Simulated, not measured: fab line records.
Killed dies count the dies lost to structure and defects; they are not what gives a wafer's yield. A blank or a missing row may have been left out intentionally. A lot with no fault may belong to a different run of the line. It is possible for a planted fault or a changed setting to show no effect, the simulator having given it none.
Problem report, 8D (eight disciplines) form, completed by code :: flow n5-finfet :: the parts of the form that need people (team, actions taken, sign-off) are left out

1. THE PROBLEM
Wafers without a fault read 13 with a standard deviation of 6, while killed_at_M4_up at N5_PASSIVATION_PROBE_49 averages 115 across 3 wafers of 1 lot. That is +17 standard deviations from the usual mean.
First observed at day 17 07:19: wafer L897.1, on prober-02. The record holds 3 wafers of 1 lot with a number at this step. By rule, "out" or "out of limits" means more than 4 standard deviations away from the usual mean. Any other wafer with a number is counted as sound.

2. WHAT IT IS; WHAT IT IS NOT
question: which readings at this step
is: killed_at_M4_up, defect-limited-yield, killed-dies, sort_bin_5_function
is not: killed_at_M0_to_M3, killed-at-contacts, killed-at-front-end, killed-at-other, killed-open, killed-short, sort_bin_4_leakage

question: which lots
is: L897
is not: -

question: which wafers of those lots
is: all that have a number
is not: -

question: read on which tools
is: prober-02
is not: -

question: when
is: from day 17 07:19
is not: up to then (0 sound wafers)

3. SUSPECTS, AND WHAT RULES EACH OUT
Counting: a tool stays on the suspect list if, at a process step up to the reading, it processed all lots that are out and no sound lot following the first of them.
- pecvd-03 at N5_BEOL_M4_PECVD_72 (deposits SiO2 from TEOS/O2, target thk 16 nm, time 18 s): kept. It ran the lot that is out, L897 (day 12 07:28), and no sound lot after that.
- rie-diel-03 at N5_PASSIVATION_VIA_ETCH_13 (etches SiO2 in CHF3/O2, target depth 660 nm, time 330 s): kept. It ran the lot that is out, L897 (day 17 00:14), and no sound lot after that.
- pvd-sputter-02 at N5_PASSIVATION_PRE_CLEAN_19: kept. It ran the lot that is out, L897 (day 17 01:14), and no sound lot after that.
- prober-02 at N5_PASSIVATION_PROBE_49: kept. It ran the lot that is out, L897 (day 17 07:19), and no sound lot after that. Out on those wafers are its own readings of defect-limited-yield, killed_at_M4_up, killed-dies, sort_bin_5_function.
Left after counting: pecvd-03 at N5_BEOL_M4_PECVD_72, rie-diel-03 at N5_PASSIVATION_VIA_ETCH_13, pvd-sputter-02 at N5_PASSIVATION_PRE_CLEAN_19, prober-02 at N5_PASSIVATION_PROBE_49.

4. THE CAUSE (what the simulator had put in)
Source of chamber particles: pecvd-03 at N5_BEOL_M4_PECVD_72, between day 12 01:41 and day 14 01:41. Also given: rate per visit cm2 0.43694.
This tool is one of the 4 suspects left after counting.

5. THE CHAIN OF EFFECTS, in route order
Each row: a reading where the mean over the struck wafers with a number is more than 3 standard deviations away from the usual. Only readings for which the record gives a usual standard deviation are gone through. hours: the time from each lot's start at the first step in this table that gives one to its start at this step, as a median over the lots. sigmas: the change in usual standard deviations.
hours: 0
step: N5_PASSIVATION_PROBE_49
reading: defect-limited-yield
usual: 91.6 %
on struck wafers: 83.7
change: -7.9
sigmas: -5.7

hours: 0
step: N5_PASSIVATION_PROBE_49
reading: killed_at_M4_up
usual: 13
on struck wafers: 115
change: +102
sigmas: +17

hours: 0
step: N5_PASSIVATION_PROBE_49
reading: killed-dies
usual: 99
on struck wafers: 193
change: +94
sigmas: +5.9

hours: 0
step: N5_PASSIVATION_PROBE_49
reading: sort_bin_5_function
usual: 4.8 %
on struck wafers: 10.3
change: +5.5
sigmas: +6.2

hours: 0
step: N5_PASSIVATION_PROBE_49
reading: sort-n-pass
usual: 1077
on struck wafers: 985
change: -92
sigmas: -3.2

hours: 0
step: N5_PASSIVATION_PROBE_49
reading: sort-yield-pct
usual: 91.2 %
on struck wafers: 83.5
change: -7.7
sigmas: -3.1
Process steps it contains:
- N5_PASSIVATION_PROBE_49

6. WHAT WOULD HAVE CAUGHT IT SOONER
In this record the first reading out of limits was taken at day 17 07:19, 126 hours after the fault began at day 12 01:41.
Tool readings at N5_BEOL_M4_PECVD_72 with a usual standard deviation given in the record: none out on any struck wafer, hence no alarm at a limit of 4 standard deviations on them.
The start of N5_BEOL_M4_PECVD_72 on pecvd-03 came by day 17 07:19 for every one of the lots that are out (1). A hold on the tool at that time would have spared none of them.
